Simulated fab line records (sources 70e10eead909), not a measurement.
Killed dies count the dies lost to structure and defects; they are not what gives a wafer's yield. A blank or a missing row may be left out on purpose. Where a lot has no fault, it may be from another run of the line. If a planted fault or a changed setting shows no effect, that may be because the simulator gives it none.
Matching of chambers | flow nand_harc | NHARC_A_STAIRCASE_TRIM_196 on rie_diel-01: 4 sister chambers
The step chemistry O2, time 211.2 s. 14 wafers are shown with their chamber, then 7 later ones without.

WAFERS WITH THEIR CHAMBER
wafer  | chamber | showerhead_plenum_p_Torr (Torr) | drypump_motor_current_A (A) | oes_product_au (a.u.)
L079.2 | 3       | 3.56                            | 5.6                         | 1.001
L079.5 | 1       | 3.38                            | 5.8                         | 1.010
L079.6 | 2       | 3.63                            | 6.4                         | 1.009
L082.1 | 2       | 3.63                            | 6.3                         | 1.004
L082.5 | 3       | 3.56                            | 5.5                         | 0.993
L082.6 | 2       | 3.63                            | 6.3                         | 1.012
L084.1 | 2       | 3.63                            | 6.3                         | 1.013
L084.3 | 0       | 3.35                            | 5.4                         | 1.021
L084.4 | 3       | 3.55                            | 5.5                         | 1.004
L089.1 | 3       | 3.55                            | 5.5                         | 1.011
L089.3 | 1       | 3.37                            | 5.8                         | 1.008
L089.6 | 1       | 3.37                            | 5.8                         | 1.022
L093.1 | 3       | 3.54                            | 5.5                         | 0.997
L093.2 | 0       | 3.34                            | 5.4                         | 1.018

SIGNATURES (averages over the wafers above)
reading                  | chamber 0 | chamber 1 | chamber 2 | chamber 3 | scatter within a chamber
showerhead_plenum_p_Torr | 3.3450    | 3.3733    | 3.6300    | 3.5520    | 0.0063
drypump_motor_current_A  | 5.400     | 5.800     | 6.325     | 5.520     | 0.0394
oes_product_au           | 1.01950   | 1.01333   | 1.00950   | 1.00120   | 0.00597
Rule: for a wafer and a chamber, the distance is found by dividing, reading by reading, the gap between the wafer's reading and the chamber's mean by the reading's scatter, squaring, summing and taking the root. If the next closest chamber is less than 2 further off than the closest, the wafer can't be placed; otherwise it belongs to the closest. The scatter: take each reading less its chamber's mean, square it, sum over the shown wafers, divide by the number of wafers less the number of chambers, and take the root.

WAFERS WITH NO CHAMBER GIVEN
wafer  | showerhead_plenum_p_Torr (Torr) | drypump_motor_current_A (A) | oes_product_au (a.u.)
L093.6 | 3.34                            | 5.4                         | 1.008
L096.2 | 3.61                            | 6.3                         | 1.021
L096.3 | 3.37                            | 5.8                         | 1.007
L096.4 | 3.54                            | 5.6                         | 1.003
L097.1 | 3.61                            | 6.3                         | 1.012
L097.4 | 3.54                            | 5.6                         | 1.009
L097.5 | 3.54                            | 5.6                         | 0.995

EACH ONE'S CHAMBER
wafer  | from the rows above | in truth
L093.6 | 0                   | 0
L096.2 | 2                   | 2
L096.3 | 1                   | 1
L096.4 | 3                   | 3
L097.1 | 2                   | 2
L097.4 | 3                   | 3
L097.5 | 3                   | 3
Correctly placed: 7 of 7. Not placeable from these rows: 0. Number placed wrongly: 0.
